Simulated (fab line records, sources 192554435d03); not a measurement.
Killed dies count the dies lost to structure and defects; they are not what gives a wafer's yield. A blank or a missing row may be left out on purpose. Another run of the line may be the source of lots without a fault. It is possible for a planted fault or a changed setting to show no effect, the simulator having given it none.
fab line records    flow n5-finfet
record lots=5  wafers=15  last-day=16
route steps=1938 shown BEOL_M9@1458 BEOL_M10@1470 PASSIVATION@1936
lots untouched by any fault: they come from a run of this same line in which no faults occurred
start-h: hours from the record's first day to the start of the lot's first wafer shown    wait-h: time in hours since the lot's previous step    " repeats the value in the row above    L1.1+2: several wafers, shown together as one row    - no value present, or no start provided    * or withheld: withheld    < > ~ a bound
route shown NAME@n: NAME is a module with steps in the file, n the number in the route of the first one    usual: mean/standard deviation taken from wafers without a fault    same: alike in all rows    chamber/n: place in a boat    sites: readings site by site    _std_site: how widely they spread, as a standard deviation    _edge_site: mean of outer sites minus mean of inner sites    radius-mm: how far each site lies from the wafer's centre    mask NAME#n: copy n    behind: tool/chamber where the wafer was last shaped    hold: why the lot was held/for how many hours/how that ended    device: transistor that didn't switch, given as n, p or np    end of line: the tests these same wafers got at the end of their route    a step with no rows: only its recipe    killed: at the first sort, the dies lost to defects and structure; wafer yield is something else    map: shows each die of a wafer: x if killed, . if not, _ if none is there
set.NAME: the setting the step ran with; set.NAME@STEP: the setting that earlier step ran with    model.NAME: the simulator's own value behind a step, which no gauge read
certain route steps with their lots: each step a table, each wafer a row
services: from which hour (start-h, from the record's first day; less than 0 if before it) a tool's chamber was out of use, for how many hours, and why
## steps
# step N5_BEOL_M9_ALD_74
# recipe material=TaN  target-thk-a=20  temp-c=275  ald-precursor-family=PDMAT  ald-co-reactant=NH3  pressure-torr=3  carrier-flow-sccm=1500  pulse-time-s=2  purge-time-s=3  co-reactant-purge-time-s=2  co-reactant-pulse-time-s=3  ald-cycles=40  precursor-vessel-temp-c=75  precursor-vessel-pressure-torr=26.25  precursor-vessel-carrier-sccm=1000
# step N5_BEOL_M9_SURFACE_TREAT_79
# recipe gas=Ar  time-s=*  ion-energy-ev=*  ion-current-ma-cm2=0.5  pressure-mtorr=*  ar-flow-sccm=30
# usual throttle-valve-pct=*
lot.wafer  tool            chamber  start-h  wait-h  throttle-valve-pct
L896.1     pvd-sputter-03  -        226.32   0.2     *
L896.3     "               -        "        "       *
L896.5     "               -        "        "       *
L897.1     pvd-sputter-01  -        233.78   0.3     *
L897.4     "               -        "        "       *
L897.6     "               -        "        "       *
L904.2     pvd-sputter-03  -        287.04   1.6     *
L904.5     "               -        "        "       *
L904.6     "               -        "        "       *
L911.1     pvd-sputter-03  -        324.14   0.2     *
L911.2     "               -        "        "       *
L911.6     "               -        "        "       *
L913.4     pvd-sputter-03  -        332.58   0.2     *
L913.5     "               -        "        "       *
L913.6     "               -        "        "       *
# step N5_BEOL_M9_CVD_78
# recipe material=Co  target-thk-a=20  temp-c=withheld  precursor=CCTBA/H2  pressure-torr=30  time-s=138.9
# step N5_BEOL_M9_SPUTTER_48
# recipe material=Cu  target-thk-a=120  temp-c=-20  bias-v=60  power-w=26000  chamber-pressure-pa=0.13  time-s=2
# step N5_BEOL_M9_ECD_50
# recipe material=Cu  target-thk-a=3180
# step N5_BEOL_M9_ANNEAL_51
# recipe temp-c=225  time-s=90  ambient=N2
# usual wafer_temp_C_max=225.84/0.22
lot.wafer  tool           chamber  start-h  wait-h  wafer_temp_C_max
L896.1     rtp-anneal-02  0        227.03   0.1     225.93
L896.3     "              0        "        "       225.68
L896.5     "              0        "        "       226.00
L897.1     rtp-anneal-01  0        234.48   0.3     226.05
L897.4     "              0        "        "       226.01
L897.6     "              0        "        "       225.94
L904.2     rtp-anneal-01  0        287.60   0.2     225.87
L904.5     "              0        "        "       225.99
L904.6     "              0        "        "       225.89
L911.1     rtp-anneal-02  0        324.65   0.1     225.59
L911.2     "              0        "        "       225.88
L911.6     "              0        "        "       225.48
L913.4     rtp-anneal-02  0        333.80   0.8     225.75
L913.5     "              0        "        "       226.17
L913.6     "              0        "        "       225.84
# step N5_BEOL_M9_CMP_52
# recipe stop-on=SiCOH_lowk  t-overpolish-s=7  down-force-psi=1  platen-rpm=50  clearing-platen-down-force-psi=1.5  clearing-platen-rpm=50  post-cmp-clean=cu-alkaline  target-thk-nm=140  clearing-platen-pad-velocity-m-s=0.99484  pad-velocity-m-s=0.99484
# usual barrier-field-endpoint-s=29.0/0.77  head-pressure-psi=1.0002/0.0022  motor-current-A=6.1/0.91  overpolish-run-s=7.000/0.0089  retaining-ring-pressure-frac=0.999/0.0052  time-to-endpoint-s=67/3.2
lot.wafer  tool    chamber  start-h  wait-h  barrier-field-endpoint-s  head-pressure-psi  motor-current-A  overpolish-run-s  retaining-ring-pressure-frac  time-to-endpoint-s
L896.1     cmp-02  1        227.37   0.3     28.4                      1.0019             6.1              7.017             0.991                         65
L896.3     "       3        "        "       29.0                      1.0004             5.5              6.996             0.992                         65
L896.5     "       0        "        "       29.6                      1.0037             4.9              6.995             0.993                         68
L897.1     cmp-04  3        234.78   0.3     29.5                      1.0003             6.4              7.010             0.996                         68
L897.4     "       2        "        "       30.5                      1.0013             5.2              7.003             0.998                         71
L897.6     "       0        "        "       29.5                      0.9960             5.3              7.019             1.005                         63
L904.2     cmp-02  0        287.89   0.2     29.2                      1.0038             4.7              6.983             0.996                         67
L904.6     "       3        "        "       28.7                      0.9996             5.6              6.981             0.994                         63
L904.5     "       0        "        "       29.8                      1.0034             4.6              7.007             0.995                         68
L911.2     cmp-02  1        325.02   0.3     29.0                      0.9993             6.5              7.013             1.004                         67
L911.1     "       2        "        "       29.8                      0.9978             6.2              7.009             0.999                         68
L911.6     "       0        "        "       30.6                      1.0012             4.7              7.017             1.002                         71
L913.4     cmp-02  3        334.13   0.3     28.3                      1.0038             5.6              7.005             1.005                         64
L913.5     "       3        "        "       29.0                      0.9999             5.8              6.998             1.001                         64
L913.6     "       0        "        "       29.9                      1.0003             4.8              6.998             1.001                         66
# step N5_BEOL_M9_THK_MEAS_53
# recipe thk-meas-gauge=xrf  reads=Cu_of_BEOL_M9_ECD_50
# usual M9_THK=141/3
lot.wafer  tool           chamber  start-h  wait-h  M9_THK[nm]
L896.1     film-metro-01  -        227.63   -       138
L896.3     "              -        "        "       139
L896.5     "              -        "        "       146
L897.1     film-metro-02  -        235.08   -       142
L897.4     "              -        "        "       145
L897.6     "              -        "        "       137
L904.2     film-metro-02  -        288.14   -       142
L904.5     "              -        "        "       139
L904.6     "              -        "        "       141
L911.1     film-metro-01  -        325.24   -       134
L911.2     "              -        "        "       138
L911.6     "              -        "        "       140
L913.4     film-metro-02  -        334.43   -       141
L913.5     "              -        "        "       143
L913.6     "              -        "        "       143
# step N5_BEOL_M9_PRE_CLEAN_55
# recipe gas=NH3  time-s=15  temp-c=withheld  rf-power-w=300
# step N5_BEOL_M9_DEP_56
# recipe material=SiCN  target-thk-a=150  temp-c=withheld  precursor=3MS/NH3  pressure-torr=3  rf-w=202  time-s=26.5
# usual showerhead-plenum-p-Torr=3.673/0.012  throttle-valve-pct=8.8/0.43
lot.wafer  tool      chamber  start-h  wait-h  showerhead-plenum-p-Torr  throttle-valve-pct
L896.1     pecvd-01  0        227.70   0.0     3.683                     8.7
L896.3     "         0        "        "       3.682                     8.5
L896.5     "         1        "        "       3.673                     9.4
L897.1     pecvd-03  2        235.14   0.0     3.696                     8.2
L897.4     "         0        "        "       3.672                     8.5
L897.6     "         1        "        "       3.661                     9.3
L904.2     pecvd-03  2        288.21   0.0     3.677                     8.4
L904.5     "         2        "        "       3.683                     8.5
L904.6     "         0        "        "       3.681                     8.5
L911.1     pecvd-03  0        325.32   0.0     3.668                     8.3
L911.2     "         2        "        "       3.681                     8.8
L911.6     "         2        "        "       3.688                     8.4
L913.4     pecvd-03  2        334.51   0.0     3.692                     8.7
L913.5     "         1        "        "       3.661                     9.2
L913.6     "         0        "        "       3.675                     8.6
# step N5_BEOL_M9_RS_MEAS_57
# recipe thk-meas-gauge=four-point-probe  reads=Cu_of_BEOL_M9_ECD_50+Co_of_BEOL_M9_CVD_78+TaN_of_BEOL_M9_ALD_74
# usual M9_RS=0.153/0.0035
lot.wafer  tool           chamber  start-h  wait-h  M9_RS[ohm/sq]
L896.1     film-metro-02  -        227.79   0.1     0.153
L896.3     "              -        "        "       0.152
L896.5     "              -        "        "       0.145
L897.1     film-metro-01  -        235.21   0.1     0.154
L897.4     "              -        "        "       0.150
L897.6     "              -        "        "       0.159
L904.2     film-metro-02  -        288.28   0.1     0.152
L904.5     "              -        "        "       0.156
L904.6     "              -        "        "       0.153
L911.1     film-metro-01  -        325.41   0.1     0.160
L911.2     "              -        "        "       0.155
L911.6     "              -        "        "       0.152
L913.4     film-metro-01  -        334.57   0.0     0.153
L913.5     "              -        "        "       0.151
L913.6     "              -        "        "       0.151
# step N5_BEOL_M9_INSPECT_58
# recipe inspect-instrument=darkfield  mode=post-dep
# usual raw-defect-count=65/17
lot.wafer  tool               chamber  start-h  wait-h  raw-defect-count
L896.1     defect-inspect-02  -        227.82   0.0     74
L896.3     "                  -        "        "       68
L896.5     "                  -        "        "       56
L897.1     defect-inspect-01  -        235.24   0.0     56
L897.4     "                  -        "        "       105
L897.6     "                  -        "        "       44
L904.2     defect-inspect-02  -        288.30   0.0     76
L904.5     "                  -        "        "       63
L904.6     "                  -        "        "       94
L911.1     defect-inspect-01  -        325.44   0.0     44
L911.2     "                  -        "        "       63
L911.6     "                  -        "        "       73
L913.4     defect-inspect-02  -        334.59   0.0     57
L913.5     "                  -        "        "       84
L913.6     "                  -        "        "       83
# step N5_BEOL_M10_ILD_DEP_00
# recipe material=SiCOH_lowk  target-thk-a=3085.1  temp-c=300  precursor=DEMS/porogen  pressure-torr=5  rf-w=500  time-s=58
# usual heater-power-w=318/74  showerhead-plenum-p-Torr=5.742/0.018  throttle-valve-pct=13.6/0.57
lot.wafer  tool      chamber  start-h  wait-h  heater-power-w  showerhead-plenum-p-Torr  throttle-valve-pct
L896.1     pecvd-03  2        227.86   0.0     418             5.766                     13.1
L896.3     "         1        "        "       266             5.746                     14.3
L896.5     "         1        "        "       277             5.748                     14.3
L897.1     pecvd-04  0        235.28   0.0     309             5.725                     13.8
L897.4     "         0        "        "       312             5.712                     13.7
L897.6     "         2        "        "       214             5.734                     13.7
L904.2     pecvd-03  1        288.34   0.0     296             5.741                     14.2
L904.5     "         0        "        "       225             5.758                     13.1
L904.6     "         1        "        "       291             5.749                     14.2
L911.1     pecvd-04  1        325.47   0.0     323             5.737                     14.1
L911.2     "         0        "        "       324             5.728                     13.7
L911.6     "         0        "        "       331             5.738                     13.7
L913.4     pecvd-01  1        334.66   0.1     355             5.749                     14.4
L913.5     "         0        "        "       368             5.773                     13.3
L913.6     "         2        "        "       330             5.711                     12.7
# step N5_BEOL_M10_CURE_71
# recipe temp-c=385  time-s=240  ambient=He/Ar  material=SiCOH_lowk
# step N5_BEOL_M10_THK_MEAS_01
# recipe reads=SiCOH_lowk_of_BEOL_M10_ILD_DEP_00
# usual M10_ILD_THK=267/4
lot.wafer  tool           chamber  start-h  wait-h  M10_ILD_THK[nm]
L896.1     film-metro-01  -        228.45   0.4     265
L896.3     "              -        "        "       261
L896.5     "              -        "        "       265
L897.1     film-metro-02  -        235.87   0.4     266
L897.4     "              -        "        "       269
L897.6     "              -        "        "       270
L904.2     film-metro-01  -        288.93   0.4     264
L904.5     "              -        "        "       269
L904.6     "              -        "        "       267
L911.1     film-metro-02  -        326.06   0.4     270
L911.2     "              -        "        "       266
L911.6     "              -        "        "       271
L913.4     film-metro-02  -        335.22   0.2     269
L913.5     "              -        "        "       269
L913.6     "              -        "        "       265
# step N5_BEOL_M10_PECVD_70
# recipe material=SiO2  target-thk-a=200  temp-c=400  precursor=TEOS/O2  pressure-torr=5.5  rf-w=450  teos-flow-sccm=53.8  gas=O2  flow-sccm=3000  time-s=22.7
# step N5_BEOL_M10_HM_DEP_02
# recipe material=TiN  target-thk-a=200  temp-c=25  chamber-pressure-pa=0.49996
# step N5_BEOL_M10_COAT_59
# recipe resist=SOC  temp-c=250  time-s=60  spin-rpm=1500  resist-thk-nm=100
# step N5_BEOL_M10_COAT_60
# recipe resist=SiARC  temp-c=220  time-s=60  spin-rpm=1500  resist-thk-nm=30
# step N5_BEOL_M10_COAT_05
# recipe resist=CAR-ArF  spin-rpm=1500  resist-thk-nm=90
# step N5_BEOL_M10_EBR_07
# recipe solvent=PGMEA  ebr-width-mm=1.5
# step N5_BEOL_M10_SOFTBAKE_06
# recipe temp-c=110  time-s=60  resist=CAR-ArF
# step N5_BEOL_M10_EXPOSE_08
# recipe mask-id=M10  na=1.35  source-shape=dipole  sigma-inner=0.411  sigma-outer=0.611  polarization=te  dose-mj=53.75
# step N5_BEOL_M10_PEB_09
# recipe peb-temp-c=withheld  peb-time-s=60  resist=CAR-ArF
# step N5_BEOL_M10_DEVELOP_10
# recipe develop-time-s=30  developer=TMAH  resist=CAR-ArF  rinse-liquid=diw  dry=air-spin  dev-temp-c=23
# step N5_BEOL_M10_CD_MEAS_11
# recipe target-cd-nm=64.1  landing-energy-ev=500  detector=se-inlens  polarity=opening
# usual cd-nm=64.2/0.69
lot.wafer  tool       chamber  start-h  wait-h  cd-nm
L896.1     cd-sem-01  0        230.05   -       64.5
L896.3     "          0        "        "       63.5
L896.5     "          0        "        "       64.2
L897.1     cd-sem-01  0        237.37   -       64.3
L897.4     "          0        "        "       64.7
L897.6     "          0        "        "       65.5
L904.2     cd-sem-03  0        290.19   -       62.9
L904.5     "          0        "        "       63.9
L904.6     "          0        "        "       63.4
L911.1     cd-sem-01  0        329.12   -       65.3
L911.2     "          0        "        "       64.2
L911.6     "          0        "        "       65.1
L913.4     cd-sem-02  0        336.18   -       62.5
L913.5     "          0        "        "       63.0
L913.6     "          0        "        "       63.4
# step N5_BEOL_M10_OVL_MEAS_12
# recipe points-per-wafer=44
# usual M10_OVL=0.5/0.73
lot.wafer  tool        chamber  start-h  wait-h  M10_OVL[nm]
L896.1     overlay-01  0        230.08   0.0     0.0
L896.3     "           0        "        "       0.1
L896.5     "           0        "        "       0.4
L897.1     overlay-01  0        237.41   0.0     2.6
L897.4     "           0        "        "       0.8
L897.6     "           0        "        "       0.6
L904.2     overlay-01  0        290.22   0.0     0.1
L904.5     "           0        "        "       -0.4
L904.6     "           0        "        "       -0.1
L911.1     overlay-01  0        329.15   0.0     0.9
L911.2     "           0        "        "       0.9
L911.6     "           0        "        "       0.9
L913.4     overlay-02  0        336.21   0.0     2.0
L913.5     "           0        "        "       0.7
L913.6     "           0        "        "       0.2
# step N5_BEOL_M10_INSPECT_13
# recipe mode=adi  inspect-instrument=brightfield
# usual raw-defect-count=370/82
lot.wafer  tool               chamber  start-h  wait-h  raw-defect-count
L896.1     defect-inspect-02  -        230.11   0.0     503
L896.3     "                  -        "        "       607
L896.5     "                  -        "        "       616
L897.1     defect-inspect-01  -        237.43   0.0     353
L897.4     "                  -        "        "       440
L897.6     "                  -        "        "       304
L904.2     defect-inspect-02  -        290.24   0.0     413
L904.5     "                  -        "        "       282
L904.6     "                  -        "        "       497
L911.1     defect-inspect-02  -        329.17   0.0     570
L911.2     "                  -        "        "       588
L911.6     "                  -        "        "       588
L913.4     defect-inspect-02  -        336.23   0.0     370
L913.5     "                  -        "        "       323
L913.6     "                  -        "        "       440
# step N5_BEOL_M10_DESCUM_16
# recipe chemistry=O2  time-s=7.9  source-power-w=50  bias-power-w=20  pressure-mtorr=20  rf-frequency-hz=2.712e+07  temp-c=40  resist=CAR-ArF  o2-flow-sccm=225
# usual drypump-motor-current-A=5.6/0.49  oes-product-au=0.78/0.052  rf-vpp-V=242.9/1.3  showerhead-plenum-p-Torr=2.08/0.066  throttle-valve-pct=20.41/0.25
lot.wafer  tool         chamber  start-h  wait-h  drypump-motor-current-A  oes-product-au  rf-hours-counter-h  rf-vpp-V  showerhead-plenum-p-Torr  throttle-valve-pct
L896.1     rie-diel-02  2        230.14   0.0     5.1                      0.87            47                  241.8     2.04                      20.63
L896.3     "            1        "        "       5.0                      0.84            56                  240.9     2.03                      20.38
L896.5     "            3        "        "       5.4                      0.76            -                   244.6     2.19                      20.60
L897.1     rie-diel-06  1        237.48   0.1     4.9                      0.71            183                 242.6     2.02                      20.77
L897.4     "            2        "        "       5.4                      0.79            -                   240.7     2.01                      20.35
L897.6     "            0        "        "       6.2                      0.84            -                   242.8     2.03                      20.46
L904.2     rie-diel-03  2        290.27   0.0     5.6                      0.81            68                  242.3     2.12                      20.07
L904.5     "            3        "        "       6.0                      0.74            -                   243.3     2.08                      20.18
L904.6     "            0        "        "       5.5                      0.79            -                   243.8     2.20                      20.04
L911.1     rie-diel-06  3        329.23   0.1     6.6                      0.75            139                 242.7     2.10                      20.70
L911.2     "            0        "        "       6.2                      0.81            87                  244.0     2.02                      20.51
L911.6     "            2        "        "       5.4                      0.76            -                   241.0     2.00                      20.40
L913.4     rie-diel-02  0        336.28   0.0     5.4                      0.69            -                   243.6     2.06                      20.57
L913.5     "            1        "        "       5.1                      0.78            -                   242.9     2.02                      20.44
L913.6     "            2        "        "       5.1                      0.82            -                   240.0     2.02                      20.69
# step N5_PASSIVATION_PROBE_49
# usual defect-limited-yield=91.0/1.5  killed_at_M0_to_M3=33/9.4  killed_at_M4_up=14/4.8  killed-at-contacts=13/7.3  killed-at-front-end=43/13  killed-at-other=3.6/2.9  killed-dies=106/18  killed-open=69/13  killed-short=35/8.2  sort_bin_5_function=5.3/1  sort_bin_6_memory=3.3/0.68  sort_bin_8_speed=0.01/0.027  sort-n-pass=1074/18  sort-yield-pct=91.0/1.5
# same gross-dies=1180  killed-at-back-side=0  sort_bin_4_leakage[%]=0
lot.wafer  tool       chamber  start-h  wait-h  defect-limited-yield[%]  killed_at_M0_to_M3  killed_at_M4_up  killed-at-contacts  killed-at-front-end  killed-at-other  killed-dies  killed-open  killed-short  sort_bin_5_function[%]  sort_bin_6_memory[%]  sort_bin_8_speed[%]  sort-n-pass  sort-yield-pct[%]
L911.1     prober-02  -        381.49   0.0     86.6                     24                  94               9                   27                   4                158          54           20            9.4                     2.9                   0                    1022         86.6
L911.2     prober-02  -        381.54   0.1     83.9                     46                  97               15                  30                   2                190          77           28            11.8                    3.3                   0                    990          83.9
L911.6     prober-02  -        381.74   0.3     82.0                     45                  102              13                  49                   3                212          81           34            11.5                    4.6                   0                    968          82.0
# killed by level:class
L911.1 BEOL_M10:unspecified=84 STI_FIN_REVEAL:geometric-particle:open=10 MOL_CONTACT_COAG:geometric-particle:open=7 DUMMY_GATE:geometric-particle:open=5 BEOL_M0_SAQP:geometric-particle:open=5 BEOL_M2:geometric-particle:open=4 BEOL_M4:geometric-particle:open=4 GATE_CUT:geometric-particle:open=3
L911.2 BEOL_M10:unspecified=84 BEOL_M0_SAQP:geometric-particle:open=13 DUMMY_GATE:geometric-particle:open=10 MOL_CONTACT_COAG:geometric-particle:open=10 BEOL_M0:geometric-particle:open=8 BEOL_M1:geometric-particle:open=8 MOL_CONTACT_COAG:geometric-particle:short=5 BEOL_M4:geometric-particle:open=5
L911.6 BEOL_M10:unspecified=86 BEOL_M0_SAQP:geometric-particle:open=12 STI_FIN_REVEAL:geometric-particle:open=11 MOL_CONTACT_COAG:geometric-particle:open=11 FIN_SAQP:geometric-particle:short=9 BEOL_M1:geometric-particle:open=9 HKMG_FIN:area-etch=9 FIN_SAQP:geometric-particle:open=7
# map L911.6 (x killed, . not)
_________________.........x..________________
______________...x..........x..._____________
___________.....x...xx......x.....x__________
__________..................x......._________
________...x........................x._______
_______.....x..x......................x______
______x......xx...........x............._____
_____.x......................x...x.......____
____.x...x........................x...x...___
___...........x........x.....x.............__
___.......................x.......xx.......__
__...x...x.............xx..................._
__..x....x...............x.................._
_.......x...x....x...x.......................
_.....................x.....x.xx.............
_..x...........x.xx....x.....................
_.........x.....xx..x..x....x.....x.....x....
_.......x...x....x....x....x.x....x....xx....
_..........x.........x.......x..x............
_...x...........x..x...........x.xxxxxx....x.
_..x........x...................xxxx...x.....
__.......x.....x.........x..xxxx.xxxx.xxxx.x_
__x.......x..................x.xxxxxxxxxx.xx_
___.....x....x...xx.......x.xx.xxxxxxxxxx.x__
___........x...x..x..........xxxxxxxxxxxxxx__
____......x.x..............x.x.xxxxxxxxxx.___
_____...........xx..x.....x..x.xxxxxxxxxx____
______..........................xxx.xx.._____
_______..x.......................xx.x.x______
________x...............x..x..x..x..x._______
__________.x.................x..x..._________
___________.....x.........x..x.....__________
______________........x...x....._____________
_________________......x.x..x________________
# map L897.1 (x killed, . not)
_________________............________________
______________......x..x..x....._____________
___________.......x..........x.....__________
__________.....x...x..x........xx..._________
________..........................x.x._______
_______...x....x...................x...______
______..x..............................x_____
_____.........x....x.....x............x..____
____....................................x.___
___.....x.x.......................x..x..x..__
___........x...........xx..xx..............__
__.........x.................x..x...x..x...._
__..x..............x...............x.x..x..._
_........x.x......x..x..x..x.................
_.........x...........................x......
_.....x......x.........x.......x..........x..
_.............x....................x.........
_...x.......................x....x...........
_........x..........x........................
_x...........x...............x...............
_....x...x....................x.........x....
__....................xx.......x.........x.x_
__xx.x.....................x..x.......x..xx._
___x.....x.x...x............x..............__
___..x.......x...x.x.x............x........__
____.x...............x...................x___
_____..........x..x........x.............____
______.x..x......x...x.................._____
_______........x..........x......x.....______
________.....................x........_______
__________.x.......x......x.x......._________
___________.........x.x..........xx__________
______________.....x...x........_____________
_________________.....x......________________
## services
tool            chamber  start-h  hours  kind
pecvd-01        2        202.38   -      clean
pecvd-01        2        202.38   -      consumable-replace:showerhead
pecvd-01        2        202.38   29.0   scheduled-down
pecvd-01        2        202.38   29.0   vent-cycle
pecvd-04        0        217.44   5.5    scheduled-down
cmp-02          -        236.73   2.3    repair
rie-diel-06     3        237.05   5.0    repair
rtp-anneal-01   -        243.40   3.5    pm
pecvd-03        2        248.24   -      calibration
pecvd-01        -        255.43   0.8    repair
cmp-02          -        263.21   4.0    pm
cmp-02          -        267.21   -      consumable-replace:conditioner
cmp-02          -        267.21   -      consumable-replace:pad
pecvd-03        0        272.97   3.5    repair
cmp-04          -        289.99   2.2    pm
cmp-04          -        295.23   1.3    repair
pecvd-04        -        307.35   2.8    pm
rie-diel-03     3        307.60   7.1    repair
pecvd-03        1        319.66   12.4   repair
pvd-sputter-01  -        326.48   1.0    repair
pecvd-01        -        330.04   1.3    repair
cmp-04          -        332.19   4.0    pm
rie-diel-02     3        335.50   4.8    repair
cmp-04          -        336.19   -      consumable-replace:conditioner
## key
first-sign step=N5_BEOL_M10_INSPECT_13  reading=raw-defect-count  direction=up  sigmas=2.6  usual=370  struck=582
effect step=N5_PASSIVATION_PROBE_49  reading=killed_at_M4_up  direction=up  sigmas=17  usual=14  struck=98
more-kills-born-at N5_BEOL_M10_ILD_DEP_00@pecvd-04=254
met-at N5_BEOL_M10_ILD_DEP_00
struck-wafers L911.1,L911.2,L911.6
onset-between 235.28 325.47
fault kind=chamber-particle-source  tool=pecvd-04  chamber=-  onset-h=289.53  steps=N5_BEOL_M10_ILD_DEP_00  rate-per-visit-cm2=0.39391  end-h=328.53
